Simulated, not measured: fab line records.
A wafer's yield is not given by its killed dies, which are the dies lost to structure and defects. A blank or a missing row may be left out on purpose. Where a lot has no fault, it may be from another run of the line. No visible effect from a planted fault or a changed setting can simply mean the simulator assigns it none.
Comparing a struck lot with a sound one | flow n5 finfet | 36 out of 1938 route steps
Sound: these wafers, L329.4, L329.5, L329.6. Struck: wafer L317.5. (L317.6 of the same lot was not struck and is left out.) The cause comes at the end.
Per side, at each step with rows, come the tool, then ch with its chambers, and then its first start. Under that, the readings that differ: sound wafers | struck wafers | difference of the means | sigmas: that difference in standard deviations of wafers without a fault.
alike: words and numbers the same on both sides, and readings whose means are apart by under 2 such deviations; not compared: readings that were withheld, readings missing a value for some wafer, numbers with overlapping values and no deviation given by the record, and bounds like >300 which may hide the same value.
The two part at a step that has a row with sigmas, a row that says differs or no value, or rows on one side only. When numbers do not overlap yet have no deviation, they are printed without sigmas and do not part them. Lack of a reading on every wafer of one side parts them only where that side has two or more wafers.

first, 9 steps without rows for these wafers: N5_BEOL_M6_ALD_77 (deposits TaN, target thk 2 nm, pulse time 2 s, purge time 3 s); N5_BEOL_M6_SURFACE_TREAT_79; N5_BEOL_M6_CVD_78 (deposits Co from CCTBA/H2, target thk 2 nm, time 142.3 s); N5_BEOL_M6_SPUTTER_48 (material Cu, target thk 10 nm, time 1.667 s); N5_BEOL_M6_ECD_50 (material Cu, target thk 300 nm); N5_BEOL_M6_ANNEAL_51 (time 90 s); N5_BEOL_M6_CMP_52 (polishes, stops on SiCOH lowk, t overpolish 6.9 s, target thk 80 nm); N5_BEOL_M6_PRE_CLEAN_55 (time 15 s); N5_BEOL_M6_DEP_56 (deposits SiCN from 3MS/NH3, target thk 10 nm, time 17.5 s).
N5_BEOL_M7_ILD_DEP_00: deposits SiCOH lowk from DEMS/porogen, target thk 179.75 nm, time 33.4 s.
  sound on pecvd-03 ch 0,1,2, day 14 13:17; struck on pecvd-01 ch 1, day 11 18:13
  reading                                            | sound           | struck | difference | sigmas
  model.SiCOH_lowk_of_BEOL_M7_ILD_DEP_00.thk nm (nm) | 186.2 183.6 182 | 203    | +19        |
  alike: heater power w, showerhead plenum p Torr, throttle valve pct
then, 1 step without rows for these wafers: N5_BEOL_M7_CURE_74 (cures SiCOH lowk, time 240 s).
N5_BEOL_M7_THK_MEAS_01:
  sound: film metro-02 at day 14 14:19; struck: film metro-01 at day 11 18:47
  reading         | sound             | struck | difference | sigmas
  M7_ILD_THK (nm) | 160.5 158.3 157.1 | 175.2  | +16.6      | +9
then, 23 steps without rows for these wafers: N5_BEOL_M7_PECVD_70 (deposits SiO2 from TEOS/O2, target thk 20 nm, time 22.7 s); N5_BEOL_M7_HM_DEP_02 (deposits TiN, target thk 20 nm); N5_BEOL_M7_COAT_59 (time 60 s, resist thk 100 nm); N5_BEOL_M7_COAT_60 (time 60 s, resist thk 35 nm); N5_BEOL_M7_COAT_05 (resist thk 90 nm); N5_BEOL_M7_EBR_07; N5_BEOL_M7_SOFTBAKE_06 (time 60 s); N5_BEOL_M7_EXPOSE_08 (exposes mask M7); N5_BEOL_M7_PEB_09 (peb time 60 s); N5_BEOL_M7_DEVELOP_10 (develop time 30 s); N5_BEOL_M7_DESCUM_16 (chemistry O2, time 7.9 s); N5_BEOL_M7_ETCH_61 (etches SiARC in CF4, target depth 45.5 nm, time 75.8 s); N5_BEOL_M7_ETCH_62 (etches SOC in N2/H2, target depth 110 nm, overetch 22 nm, time 165 s); N5_BEOL_M7_STRIP_68 (strips in N2/H2); N5_BEOL_M7_STRIP_67 (strips in CF4); N5_BEOL_M7_HM_OPEN_17 (chemistry Cl2/BCl3, target TiN, target depth 20 nm, overetch 6 nm); N5_BEOL_M7_STRIP_19 (strips in O2); N5_BEOL_M7_COAT_63 (time 60 s, resist thk 60 nm); N5_BEOL_M7_COAT_64 (time 60 s, resist thk 12 nm); N5_BEOL_M7_COAT_71 (time 60 s, resist thk 5 nm); N5_BEOL_M7_COAT_22 (resist thk 30 nm); N5_BEOL_M7_EBR_24; N5_BEOL_M7_SOFTBAKE_23 (time 60 s).
N5_BEOL_M7_CMP_52: polishes, stops on SiCOH lowk, t overpolish 6.9 s, target thk 80 nm.
  sound on cmp-03 ch 0,1, day 15 00:32; struck on cmp-01 ch 3, day 12 03:50
  reading                                            | sound           | struck | difference | sigmas
  model.SiCOH_lowk_of_BEOL_M7_ILD_DEP_00.thk nm (nm) | 157.6 155.4 154 | 172.2  | +16.5      |
  alike: edge zone pressure frac, motor current A

## WHERE THEY PART
Only at N5_BEOL_M7_THK_MEAS_01, within this record. Later steps at which nothing parts them and some readings are alike: N5_BEOL_M7_CMP_52.

WHY: the cause the simulator had injected
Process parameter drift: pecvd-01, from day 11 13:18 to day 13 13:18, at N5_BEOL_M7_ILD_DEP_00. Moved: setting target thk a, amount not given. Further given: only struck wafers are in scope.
